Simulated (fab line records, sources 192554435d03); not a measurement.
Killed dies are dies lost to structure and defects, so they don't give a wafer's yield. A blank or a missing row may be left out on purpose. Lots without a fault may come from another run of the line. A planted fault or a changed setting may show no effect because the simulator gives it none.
fab line records | flow n5_finfet | part 2 of 2: steps 20 to 25 of 25
record lots=5 wafers=15 last_day=19
route steps=1938 shown DUMMY_GATE@222
lots that met no fault: from a run of the same line without faults
start_h: hours from the record's first day to the start of the lot's first wafer shown | wait_h: hours since the lot's step before | " the same as in the row above | L1.1+2: a row that stands for several wafers | - no value, or no start given | * or withheld: withheld | < > ~ a bound
route shown NAME@n: a module of which the file shows steps, and the number in the route of the first | usual: mean/standard deviation of fault-free wafers | same: alike in all rows | chamber/n: place in a boat | sites: the reading at each site | _std_site: their standard deviation | _edge_site: outer sites' mean less inner sites' | radius_mm: how far each site lies from the wafer's centre | mask NAME#n: copy n | behind: the tool/chamber that last shaped the wafer | hold: why the lot was held/for how many hours/how that ended | device: the transistor (n, p or np) that didn't switch | end of line: the same wafers' tests at the end of the route | a step without rows: its recipe alone | killed: dies lost to structure and defects at the first sort, not the wafer's yield | map: a wafer's dies, x killed, . not, _ none there
set.NAME: the setting as run; set.NAME@STEP: as run at that earlier step | model.NAME: the simulator's own value behind a step, which no gauge read
lots at some steps of the route; a table a step, a row a wafer
services: from which hour (start_h, from the record's first day; less than 0 if before it) a tool's chamber was out of use, for how many hours, and why
## steps
# step N5_DUMMY_GATE_STRIP_40
# recipe chemistry=CF4 resist=SiARC power_w=300 bias_power_w=75 pressure_mtorr=50 cf4_flow_sccm=150 rf_frequency_hz=6e+07
# usual drypump_motor_current_A=6.0/0.51 oes_product_au=0.76/0.077 power_w=300.0/0.89 rf_vpp_V=271.1/1.6 showerhead_plenum_p_Torr=1.79/0.057 throttle_valve_pct=13.60/0.21
# columns lot.wafer tool chamber start_h wait_h drypump_motor_current_A oes_product_au power_w rf_hours_counter_h rf_vpp_V showerhead_plenum_p_Torr throttle_valve_pct
L074.3 rie_diel-02 2 46.27 0.1 5.8 0.72 301.1 166 271.0 1.78 13.62
L074.4 " 1 " " 5.7 0.74 300.8 132 271.7 1.87 13.53
L074.5 " 0 " " 6.5 0.77 300.0 - 272.2 1.79 13.65
L081.1 rie_diel-05 1 90.38 0.1 5.7 0.73 299.1 175 269.6 1.72 13.83
L081.2 " 0 " " 6.0 0.70 300.4 242 270.2 1.86 13.70
L081.3 " 3 " " 5.2 0.75 300.6 164 271.4 1.80 13.61
L088.2 rie_diel-02 3 130.37 0.1 6.5 0.79 300.3 96 270.2 1.73 13.66
L088.4 " 2 " " 5.9 0.70 300.3 199 271.2 1.77 13.68
L088.6 " 1 " " 5.7 0.72 300.9 - 274.0 1.86 13.60
L089.1 rie_diel-06 1 137.35 0.1 5.8 0.77 300.1 133 269.6 1.73 13.34
L089.3 " 2 " " 6.7 0.71 299.6 205 268.7 1.73 13.87
L089.6 " 0 " " 6.4 0.91 301.7 - 271.2 1.84 13.28
L095.1 rie_diel-05 3 172.81 0.1 5.2 0.73 300.9 189 270.2 1.79 13.70
L095.2 " 1 " " 5.7 0.71 298.5 200 270.2 1.71 13.86
L095.6 " 2 " " 6.7 0.70 299.3 - 272.0 1.79 13.72
# step N5_DUMMY_GATE_CD_MEAS_50
# recipe target_cd_nm=14
# usual cd_nm=14.2/0.37
# columns lot.wafer tool chamber start_h wait_h cd_nm
L074.3 cd_sem-02 - 46.33 0.0 14.4
L074.4 " - " " 14.9
L074.5 " - " " 14.5
L081.1 cd_sem-01 - 90.43 0.0 14.4
L081.2 " - " " 13.1
L081.3 " - " " 13.7
L088.2 cd_sem-01 - 130.42 0.0 14.1
L088.4 " - " " 14.6
L088.6 " - " " 14.0
L089.1 cd_sem-02 - 137.40 0.0 13.8
L089.3 " - " " 14.7
L089.6 " - " " 14.5
L095.1 cd_sem-03 - 172.86 0.0 14.3
L095.2 " - " " 13.8
L095.6 " - " " 14.0
# step N5_DUMMY_GATE_ETCH_31
# recipe chemistry=C4F6/O2 target=SiO2 mask_material=SOC target_depth_a=825 time_s=27.5 ion_energy_ev=250 pressure_mtorr=30 source_w=345 bias_w=185 Ar_flow_sccm=300 C4F6_flow_sccm=10 O2_flow_sccm=10
# usual drypump_motor_current_A=6.0/0.53 oes_f_703_au=0.76/0.057 oes_product_au=0.75/0.059 rf_vpp_V=666/11 showerhead_plenum_p_Torr=2.83/0.078 throttle_valve_pct=21.20/0.21
# columns lot.wafer tool chamber start_h wait_h drypump_motor_current_A oes_f_703_au oes_product_au rf_hours_counter_h rf_vpp_V showerhead_plenum_p_Torr throttle_valve_pct
L074.3 rie_diel-05 1 46.39 0.1 5.8 0.70 0.73 169 672 2.74 21.44
L074.4 " 0 " " 5.9 0.71 0.71 - 674 2.91 21.00
L074.5 " 3 " " 5.2 0.79 0.76 - 659 2.87 21.25
L081.1 rie_diel-05 1 90.48 0.0 5.7 0.71 0.72 176 671 2.74 21.45
L081.2 " 0 " " 5.9 0.71 0.71 242 673 2.90 21.05
L081.3 " 2 " " 6.7 0.72 0.73 200 650 2.83 21.09
L088.2 rie_diel-05 1 130.46 0.0 5.7 0.70 0.72 186 673 2.74 21.49
L088.4 " 1 " " 5.7 0.69 0.71 - 672 2.74 21.47
L088.6 " 2 " " 6.7 0.71 0.71 - 650 2.83 21.09
L089.1 rie_diel-05 2 137.45 0.0 6.8 0.72 0.70 213 652 2.82 21.09
L089.3 " 1 " " 5.7 0.69 0.71 188 671 2.74 21.47
L089.6 " 3 " " 5.2 0.76 0.74 - 659 2.86 21.27
L095.1 rie_diel-05 0 172.91 0.0 5.9 0.94 0.94 8 673 2.90 20.63
L095.2 " 1 " " 5.7 0.69 0.70 200 672 2.73 21.50
L095.6 " 3 " " 5.2 0.75 0.73 - 657 2.86 21.30
# step N5_DUMMY_GATE_STRIP_41
# recipe chemistry=O2 power_w=400 temp_c=40 pressure_mtorr=30 rf_frequency_hz=6e+07 bias_power_w=0 overash_fraction=0.3 o2_flow_sccm=225
# usual drypump_motor_current_A=6.0/0.53 o2_flow_sccm=224.9/0.67 oes_product_au=0.75/0.061 rf_vpp_V=3.6/0.51 showerhead_plenum_p_Torr=2.08/0.062 throttle_valve_pct=16.71/0.17
# columns lot.wafer tool chamber start_h wait_h drypump_motor_current_A o2_flow_sccm oes_product_au rf_hours_counter_h rf_vpp_V showerhead_plenum_p_Torr throttle_valve_pct
L074.3 rie_diel-05 1 46.44 0.0 5.7 224.7 0.74 169 2.9 1.99 16.81
L074.4 " 0 " " 5.9 223.9 0.72 - 2.9 2.15 16.63
L074.5 " 3 " " 5.2 224.0 0.76 - 4.1 2.10 16.67
L081.1 rie_diel-05 1 90.53 0.0 5.7 224.2 0.73 176 3.3 1.99 16.83
L081.2 " 0 " " 5.9 226.0 0.72 242 3.9 2.15 16.64
L081.3 " 2 " " 6.7 224.1 0.74 200 3.9 2.09 16.67
L088.2 rie_diel-05 1 130.51 0.0 5.7 224.6 0.71 186 2.7 1.99 16.85
L088.4 " 1 " " 5.7 224.6 0.71 - 3.2 1.99 16.86
L088.6 " 2 " " 6.8 224.2 0.72 - 3.4 2.09 16.70
L089.1 rie_diel-05 2 137.50 0.0 6.7 224.7 0.71 213 2.6 2.09 16.68
L089.3 " 1 " " 5.7 224.8 0.71 188 2.7 1.99 16.87
L089.6 " 3 " " 5.2 224.6 0.73 - 3.6 2.09 16.69
L095.1 rie_diel-05 0 172.95 0.0 6.0 225.1 0.94 8 4.0 2.14 16.18
L095.2 " 1 " " 5.7 224.5 0.70 200 3.3 1.98 16.89
L095.6 " 3 " " 5.2 224.9 0.75 - 3.3 2.09 16.71
# step N5_DUMMY_GATE_HM_OPEN_21
# recipe chemistry=CH3F/O2 target=SiNx target_depth_a=1200 Ar_flow_sccm=150 CH3F_flow_sccm=30 O2_flow_sccm=23 time_s=171.4 pressure_mtorr=30 source_w=395 bias_w=73 ion_energy_ev=120.7
# usual drypump_motor_current_A=6.0/0.53 oes_f_703_au=0.76/0.056 oes_product_au=0.75/0.059 rf_vpp_V=300/5.2 showerhead_plenum_p_Torr=2.01/0.058 throttle_valve_pct=16.51/0.19
# columns lot.wafer tool chamber start_h wait_h drypump_motor_current_A oes_f_703_au oes_product_au rf_hours_counter_h rf_vpp_V showerhead_plenum_p_Torr throttle_valve_pct
L074.3 rie_diel-05 1 46.48 0.0 5.7 0.71 0.73 169 302 1.94 16.72
L074.4 " 0 " " 5.9 0.71 0.71 - 303 2.07 16.38
L074.5 " 3 " " 5.2 0.79 0.75 - 296 2.04 16.54
L081.1 rie_diel-05 1 90.57 0.0 5.7 0.71 0.72 176 301 1.94 16.74
L081.2 " 0 " " 5.9 0.71 0.71 242 302 2.06 16.41
L081.3 " 2 " " 6.8 0.73 0.72 200 291 2.01 16.44
L088.2 rie_diel-05 1 130.55 0.0 5.7 0.70 0.71 186 300 1.94 16.77
L088.4 " 1 " " 5.7 0.70 0.71 - 303 1.94 16.76
L088.6 " 2 " " 6.7 0.72 0.71 - 294 2.00 16.44
L089.1 rie_diel-05 2 137.54 0.0 6.7 0.72 0.71 213 291 2.00 16.44
L089.3 " 1 " " 5.7 0.71 0.71 188 302 1.94 16.77
L089.6 " 3 " " 5.2 0.77 0.74 - 297 2.03 16.58
L095.1 rie_diel-05 0 172.99 0.0 6.0 0.93 0.94 8 305 2.06 15.94
L095.2 " 1 " " 5.7 0.70 0.70 200 301 1.93 16.78
L095.6 " 3 " " 5.2 0.75 0.73 - 297 2.03 16.60
# step N5_DUMMY_GATE_ETCH_32
# recipe chemistry=CF4 target=SiO2 target_depth_a=35 time_s=3.9 ion_energy_ev=350 pressure_mtorr=10 icp_w=800 bias_w=400 cf4_flow_sccm=80
# usual drypump_motor_current_A=5.5/0.52 oes_product_au=1.003/0.02 throttle_valve_pct=21.86/0.21
# columns lot.wafer tool chamber start_h wait_h drypump_motor_current_A oes_product_au rf_hours_counter_h throttle_valve_pct
L074.3 rie_si-01 3 46.64 0.1 4.7 1.015 189 22.08
L074.4 " 2 " " 5.1 0.998 175 22.03
L074.5 " 2 " " 5.1 0.993 - 22.04
L081.1 rie_si-04 0 90.73 0.1 5.4 1.018 13 21.76
L081.2 " 1 " " 4.8 1.001 39 21.96
L081.3 " 3 " " 5.6 0.983 165 21.42
L088.2 rie_si-03 3 130.71 0.1 5.5 0.959 70 22.18
L088.4 " 2 " " 5.7 1.033 10 21.79
L088.6 " 3 " " 5.5 0.961 - 22.20
L089.1 rie_si-01 0 137.70 0.1 5.5 1.042 72 21.76
L089.3 " 3 " " 4.7 1.014 190 22.09
L089.6 " 3 " " 4.7 1.010 - 22.11
L095.1 rie_si-01 3 173.15 0.1 4.8 1.014 191 22.10
L095.2 " 0 " " 5.5 1.033 72 21.75
L095.6 " 2 " " 5.1 1.005 - 22.04
## services
# columns tool chamber start_h hours kind
rie_diel-06 0 22.45 3.3 repair
rie_diel-05 2 23.83 1.7 repair
euv_scanner-02 - 28.37 1.0 pm
rie_diel-02 3 30.39 2.3 repair
rie_diel-05 2 30.47 19.7 repair
euv_scanner-01 - 32.47 2.4 repair
euv_scanner-02 - 40.71 0.6 repair
rie_si-03 - 44.43 0.6 repair
rie_diel-05 - 51.87 28.1 pm
rie_diel-02 0 52.41 13.2 repair
euv_scanner-01 - 52.52 1.0 pm
euv_scanner-01 - 59.73 1.1 repair
euv_scanner-01 - 60.95 4.6 pm
euv_scanner-02 - 84.52 1.0 pm
rie_diel-02 1 93.14 16.4 repair
rie_si-03 0 96.08 10.2 repair
euv_scanner-01 - 108.63 1.0 pm
euv_scanner-01 - 110.79 8.0 pm
rie_diel-05 0 122.27 - clean
euv_scanner-02 - 140.67 1.0 pm
rie_si-03 2 144.22 29.4 repair
rie_si-03 - 148.63 11.8 repair
euv_scanner-01 - 164.78 1.0 pm
euv_scanner-02 - 168.16 4.6 pm
